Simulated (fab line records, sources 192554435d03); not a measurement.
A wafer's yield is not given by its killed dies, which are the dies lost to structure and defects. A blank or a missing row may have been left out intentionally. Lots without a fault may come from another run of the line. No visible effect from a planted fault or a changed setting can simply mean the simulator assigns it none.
Split-lot experiment + flow n5-finfet + route with 1938 steps; 7 lots, 21 wafers read

## SPLIT DETAILS
At N5_BEOL_M6_TRENCH_ETCH_37 (etches SiCOH lowk in C4F6/O2, target depth 94.435 nm, time 31.5 s), the setting bias-w was moved away from the recipe's 185 W on 9 of the 21 wafers read, by +4.8% to +17.8%. All remaining wafers had this setting at the recipe value.

Reading taken at the split's own step.

## THE READING
rf-vpp-V, in V, at N5_BEOL_M6_TRENCH_ETCH_37 (etches SiCOH lowk in C4F6/O2, target depth 94.435 nm, time 31.5 s). A value of 664 V with a standard deviation of 11 V is what fault-free wafers of this fab line usually give.

| wafer  | tool, chamber at the split | bias-w as run, W | against the recipe | rf-vpp-V, V | against lot-mates on the recipe |
|--------|----------------------------|------------------|--------------------|-------------|---------------------------------|
| L077.2 | rie-diel-01, 0             | 207.9            | +12.4%             | 725         | +54                             |
| L077.3 | rie-diel-01, 3             | 185              | recipe             | 671         | -                               |
| L077.4 | rie-diel-01, 1             | 207.9            | +12.4%             | 710         | +39                             |
| L078.2 | rie-diel-01, 0             | 198.7            | +7.4%              | 699         | +30                             |
| L078.5 | rie-diel-01, 3             | 185              | recipe             | 669         | -                               |
| L078.6 | rie-diel-01, 0             | 198.7            | +7.4%              | 697         | +28                             |
| L082.1 | rie-diel-06, 0             | 205.5            | +11.1%             | 717         | no lot-mate on the recipe       |
| L082.2 | rie-diel-06, 3             | 205.5            | +11.1%             | 738         | no lot-mate on the recipe       |
| L082.5 | rie-diel-06, 2             | 205.5            | +11.1%             | 725         | no lot-mate on the recipe       |
| L088.1 | rie-diel-01, 0             | 185              | recipe             | 660         | -                               |
| L088.3 | rie-diel-01, 2             | 185              | recipe             | 665         | -                               |
| L088.4 | rie-diel-01, 2             | 185              | recipe             | 664         | -                               |
| L089.2 | rie-diel-06, 2             | 185              | recipe             | 668         | -                               |
| L089.3 | rie-diel-06, 3             | 193.8            | +4.8%              | 705         | +38                             |
| L089.4 | rie-diel-06, 1             | 185              | recipe             | 665         | -                               |
| L094.1 | rie-diel-05, 0             | 185              | recipe             | 656         | -                               |
| L094.2 | rie-diel-05, 1             | 185              | recipe             | 660         | -                               |
| L094.3 | rie-diel-05, 3             | 185              | recipe             | 651         | -                               |
| L096.1 | rie-diel-05, 1             | 185              | recipe             | 658         | -                               |
| L096.2 | rie-diel-05, 0             | 218              | +17.8%             | 747         | +74                             |
| L096.3 | rie-diel-05, 2             | 185              | recipe             | 688         | -                               |

THE FIT
A straight line over all 21 wafers: rf-vpp-V changes by +4.83 V for each +1% of bias-w; r = +0.95; the points scatter about the line by 10 V.
The same after taking each lot's own level away (the mean of its wafers on the recipe; 18 wafers): +4.01 V for each +1%; r = +0.95; scatter 8 V.
The reading moves by 72 V for the largest change in bias-w, on that fit.
Measured against the standard deviation above, the lots' own levels, which go from 655.7 to 673.0 V, span 1.6 times it.
So the lot-to-lot level changes the slope: the two fits differ.
Check: +71 V against its lot-mates is what the line predicts for one of the wafers moved furthest among these (+17.8%) when that wafer is left out of the fit. Against them it came out at +74 V.
Tool readings at the split's step, against how far the setting was moved: rf-vpp-V r = +0.95.

## OTHER SPLITS APPLIED TO THESE WAFERS
These wafers also went through other splits before the reading. Each is held against what the fit with the lots' levels taken away leaves over:
| other split on the same wafers   | wafers away from the commonest value | r with rf-vpp-V (lot level and that fit taken away) |
|----------------------------------|--------------------------------------|-----------------------------------------------------|
| N5_BEOL_M4_COAT_22 spin-rpm      | 6                                    | -0.15                                               |
| N5_BEOL_M5_EXPOSE_08 dose-mj     | 6                                    | +0.03                                               |
| N5_BEOL_M5_VIA_ETCH_34 bias-w    | 9                                    | -0.35                                               |
| N5_BEOL_M5_TRENCH_ETCH_37 bias-w | 7                                    | +0.26                                               |

## FILE'S OWN FIT
rf-vpp-V changes by +4.18 V for each +1% of bias-w, r = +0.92.
